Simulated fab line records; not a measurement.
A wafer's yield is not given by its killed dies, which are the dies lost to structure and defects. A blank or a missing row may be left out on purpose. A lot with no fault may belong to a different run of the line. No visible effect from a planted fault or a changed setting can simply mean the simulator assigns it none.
Which of the tools did it?    flow n5Finfet    at 1 step of a route of 1938, 6 lots with 18 wafers sampled

WHAT THE GAUGES READ, wafer by wafer
N5_BEOL_M10_THK_MEAS_01.
lot   measured      on            M10_ILD_THK (nm)
L140  day 10 14:41  filmMetro-01  265 270 275
L143  day 11 17:47  filmMetro-02  263 268 267
L144  day 12 01:37  filmMetro-01  273 274 270
L149  day 12 14:53  filmMetro-01  265 268 268
L160  day 16 00:37  filmMetro-02  268 274 276
L162  day 16 06:55  filmMetro-02  265 269 274

EACH LOT AND THE TOOL THAT RAN IT (in order: tool; ch and the chambers of the sampled wafers; start)
Before these readings, the record contains no process step.

THE ANSWER, worked out from the rows above alone
Rule: usual is defined by the lots themselves. The widest of any qualifying gaps counts: lots, ordered by their means at a reading, are off when they make up no more than a third of the lots, leave a main group of 4 or more, and stand apart from it by 3 or more times the standard deviation of that group's means. If all means in a main group match to the digits the tables above print for the reading, that group is not used. A lot without any number at a reading at which 4 lots or more have one is off too. Any other lot the step has rows for is counted as sound.
None of the lots is off at any reading shown; this tells nothing.

WHAT THE SIMULATOR HAD PUT IN
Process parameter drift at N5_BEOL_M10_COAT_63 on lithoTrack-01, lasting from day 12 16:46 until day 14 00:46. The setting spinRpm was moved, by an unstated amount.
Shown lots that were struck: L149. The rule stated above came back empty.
